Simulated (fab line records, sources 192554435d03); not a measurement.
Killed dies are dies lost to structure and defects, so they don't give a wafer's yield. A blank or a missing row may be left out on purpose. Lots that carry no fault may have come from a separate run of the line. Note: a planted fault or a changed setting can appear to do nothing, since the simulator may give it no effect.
Which of the tools did it? -- flow n5_finfet -- 24 lots with 72 wafers sampled at 4 steps, on a route of 1938 steps

WHAT EACH GAUGE READ, for each wafer
N5_DUMMY_GATE_INSPECT_17: inspects for defects (brightfield). Usual: 205 for raw_defect_count, sd 56.
lot,measured,on,raw_defect_count,flag
L074,day 3 04:37,defect_inspect-01,150 205 134,
L075,day 3 07:08,defect_inspect-01,263 242 253,
L076,day 3 12:29,defect_inspect-02,221 198 147,
L077,day 3 16:25,defect_inspect-02,180 238 185,
L078,day 3 23:18,defect_inspect-02,179 256 323,
L079,day 4 04:07,defect_inspect-01,212 243 236,
L080,day 4 09:05,defect_inspect-02,195 296 247,
L081,day 4 17:53,defect_inspect-02,120 138 171,
L082,day 4 21:07,defect_inspect-02,195 331 182,
L083,day 5 05:26,defect_inspect-01,165 143 109,
L084,day 5 10:11,defect_inspect-01,206 174 198,
L085,day 6 00:05,defect_inspect-02,211 273 280,
L086,day 6 03:58,defect_inspect-01,188 205 133,
L087,day 6 05:32,defect_inspect-02,225 247 189,
L088,day 6 11:54,defect_inspect-02,253 322 289,
L089,day 6 17:41,defect_inspect-02,143 175 189,
L090,day 6 21:38,defect_inspect-02,212 187 290,
L091,day 7 07:04,defect_inspect-01,120 144 178,
L092,day 7 09:56,defect_inspect-01,89 197 244,
L093,day 7 18:57,defect_inspect-01,180 234 162,
L094,day 7 23:42,defect_inspect-02,202 220 163,
L095,day 8 05:13,defect_inspect-01,209 184 153,
L096,day 8 11:38,defect_inspect-01,194 200 192,
L097,day 8 15:50,defect_inspect-01,203 128 122,

N5_SDB_CD_MEAS_11 targets a cd of 50 nm. Usual: 50.9 nm for cd_nm, sd 1.4.
lot,measured,on,cd_nm (nm),flag
L074,day 4 00:00,cd_sem-03,51.4 49.5 53.2,
L075,day 4 02:02,cd_sem-03,51.8 49.5 50.5,
L076,day 4 08:10,cd_sem-02,49.2 52.0 49.6,
L077,day 4 12:13,cd_sem-03,50.5 50.9 51.0,
L078,day 4 19:45,cd_sem-03,49.7 51.8 51.2,
L079,day 5 00:53,cd_sem-03,49.5 49.3 50.1,
L080,day 5 05:58,cd_sem-01,52.7 52.6 49.4,
L081,day 5 12:23,cd_sem-02,51.0 51.1 52.5,
L082,day 5 18:06,cd_sem-02,50.3 50.2 53.5,
L083,day 6 00:48,cd_sem-02,50.9 51.1 49.7,
L084,day 6 05:08,cd_sem-03,50.3 51.2 49.1,
L085,day 6 18:13,cd_sem-02,53.6 50.6 53.4,
L086,day 6 23:16,cd_sem-03,50.6 53.1 53.0,
L087,day 7 00:49,cd_sem-03,51.7 50.3 52.7,
L088,day 7 07:26,cd_sem-01,52.6 50.6 52.8,
L089,day 7 13:13,cd_sem-03,51.6 48.8 51.0,
L090,day 7 15:54,cd_sem-01,49.5 50.2 50.4,
L091,day 8 01:16,cd_sem-01,50.7 52.6 52.0,
L092,day 8 03:53,cd_sem-03,50.8 53.1 48.7,
L093,day 8 13:35,cd_sem-02,52.0 51.9 49.6,
L094,day 8 18:40,cd_sem-02,53.7 50.3 53.5,
L095,day 9 01:15,cd_sem-02,53.0 49.8 51.1,
L096,day 9 06:59,cd_sem-03,48.5 49.1 50.3,
L097,day 9 11:42,cd_sem-02,50.4 51.1 50.3,

N5_SDB_INSPECT_13: inspects for defects (brightfield). Usual: 74 for raw_defect_count, sd 27.
lot,measured,on,raw_defect_count,flag
L074,day 4 00:03,defect_inspect-02,65 65 78,
L075,day 4 02:06,defect_inspect-02,64 48 65,
L076,day 4 08:14,defect_inspect-02,117 89 113,
L077,day 4 12:16,defect_inspect-01,77 85 93,
L078,day 4 19:48,defect_inspect-02,118 100 109,
L079,day 5 00:58,defect_inspect-02,152 84 53,
L080,day 5 06:01,defect_inspect-01,72 88 101,
L081,day 5 12:27,defect_inspect-02,76 80 39,
L082,day 5 18:09,defect_inspect-02,80 63 95,
L083,day 6 00:52,defect_inspect-01,34 44 128,
L084,day 6 05:11,defect_inspect-02,79 52 58,
L085,day 6 18:16,defect_inspect-02,48 107 84,
L086,day 6 23:19,defect_inspect-01,40 43 41,
L087,day 7 00:53,defect_inspect-01,86 93 41,
L088,day 7 07:29,defect_inspect-01,77 43 61,
L089,day 7 13:16,defect_inspect-02,46 35 58,
L090,day 7 15:57,defect_inspect-02,96 104 129,
L091,day 8 01:19,defect_inspect-01,89 57 71,
L092,day 8 03:56,defect_inspect-01,36 28 36,
L093,day 8 13:38,defect_inspect-01,65 61 92,
L094,day 8 18:44,defect_inspect-01,118 77 85,
L095,day 9 01:19,defect_inspect-01,76 87 97,
L096,day 9 07:02,defect_inspect-01,76 37 29,
L097,day 9 11:45,defect_inspect-01,44 142 50,

TOOL THAT RAN EACH LOT (tool first, then ch and the chambers of the sampled wafers, then the start)
lot,N5_SD_ACTIVATION_RTA_00
L074,"rtp_anneal-02 ch 0, day 3 16:34"
L075,"rtp_anneal-02 ch 0, day 3 18:19"
L076,"rtp_anneal-01 ch 0, day 4 00:06"
L077,"rtp_anneal-02 ch 0, day 4 04:46"
L078,"rtp_anneal-02 ch 0, day 4 11:52"
L079,"rtp_anneal-02 ch 0, day 4 15:37"
L080,"rtp_anneal-01 ch 0, day 4 22:16"
L081,"rtp_anneal-02 ch 0, day 5 04:46"
L082,"rtp_anneal-02 ch 0, day 5 10:29"
L083,"rtp_anneal-02 ch 0, day 5 17:07"
L084,"rtp_anneal-01 ch 0, day 5 21:23"
L085,"rtp_anneal-02 ch 0, day 6 10:48"
L086,"rtp_anneal-02 ch 0, day 6 15:52"
L087,"rtp_anneal-02 ch 0, day 6 17:14"
L088,"rtp_anneal-02 ch 0, day 6 23:57"
L089,"rtp_anneal-01 ch 0, day 7 05:53"
L090,"rtp_anneal-02 ch 0, day 7 08:28"
L091,"rtp_anneal-02 ch 0, day 7 17:25"
L092,"rtp_anneal-01 ch 0, day 7 20:17"
L093,"rtp_anneal-02 ch 0, day 8 05:27"
L094,"rtp_anneal-02 ch 0, day 8 10:43"
L095,"rtp_anneal-01 ch 0, day 8 17:31"
L096,"rtp_anneal-02 ch 0, day 8 23:04"
L097,"rtp_anneal-02 ch 0, day 9 03:43"
- N5_SD_ACTIVATION_RTA_00: time 0 s.

AS READ BY THE TOOLS THEMSELVES (means over the sampled wafers that have a number; for cases with no such wafer, the mark the record gives instead)
N5_SD_ACTIVATION_RTA_00. Usual: lamp_power_pct 8.96 %, standard deviation 0.057; lamp_zone_3_pct 8.952 %, standard deviation 0.029; lamp_zone_4_pct 8.949 %, standard deviation 0.026; lamp_zone_5_pct 8.955 %, standard deviation 0.026; wafer_temp_C_max 974.7, standard deviation 2.
lot,tool,lamp_power_pct (%),lamp_zone_3_pct (%),lamp_zone_4_pct (%),lamp_zone_5_pct (%),wafer_temp_C_max,flag
L074,rtp_anneal-02,9.00,8.972,8.952,8.940,974.0,
L075,rtp_anneal-02,8.96,8.961,8.939,8.952,974.6,
L076,rtp_anneal-01,8.97,8.937,8.970,8.940,975.3,
L077,rtp_anneal-02,8.96,8.959,8.937,8.950,972.4,
L078,rtp_anneal-02,8.91,8.955,8.969,8.957,974.9,
L079,rtp_anneal-02,8.97,8.953,8.945,8.970,973.8,
L080,rtp_anneal-01,8.98,8.934,8.958,8.961,973.7,
L081,rtp_anneal-02,9.02,8.923,8.920,8.968,974.4,
L082,rtp_anneal-02,8.97,8.965,8.934,8.945,975.2,
L083,rtp_anneal-02,9.00,8.937,8.950,8.949,977.3,
L084,rtp_anneal-01,8.99,8.961,8.953,8.951,974.3,
L085,rtp_anneal-02,8.94,8.971,8.962,8.971,973.5,
L086,rtp_anneal-02,8.99,8.970,8.972,8.946,976.9,
L087,rtp_anneal-02,8.92,8.908,8.965,8.966,975.4,
L088,rtp_anneal-02,8.93,8.952,8.954,8.959,974.3,
L089,rtp_anneal-01,8.98,8.958,8.935,8.943,973.5,
L090,rtp_anneal-02,8.97,8.977,8.941,8.946,975.4,
L091,rtp_anneal-02,8.93,8.966,8.944,8.966,975.4,
L092,rtp_anneal-01,8.91,8.981,8.945,8.946,974.5,
L093,rtp_anneal-02,8.96,8.945,8.938,8.935,970.6,
L094,rtp_anneal-02,8.91,8.955,8.973,8.922,975.6,
L095,rtp_anneal-01,8.89,8.942,8.933,8.932,974.9,
L096,rtp_anneal-02,8.92,8.940,8.949,8.960,974.9,
L097,rtp_anneal-02,8.92,8.914,8.932,8.947,974.9,

THE ANSWER, worked out from the rows above alone
Rule: a lot counts as off when the mean over its wafers that have a number is more than 3 standard deviations away from the usual mean. A lot without any number at a reading at which 4 lots or more have one is off too. The other lots that the step has rows for count as sound. The gauges are gone through in route order, then the tools' own readings, and for those a lot's mean is taken as printed above. At the first step where some lot is off, the reading lying furthest off is the one used; lots without a number count as furthest.
Across all readings shown, no lot is off: no conclusion can be drawn from this.

WHAT WAS PUT IN BY THE SIMULATOR
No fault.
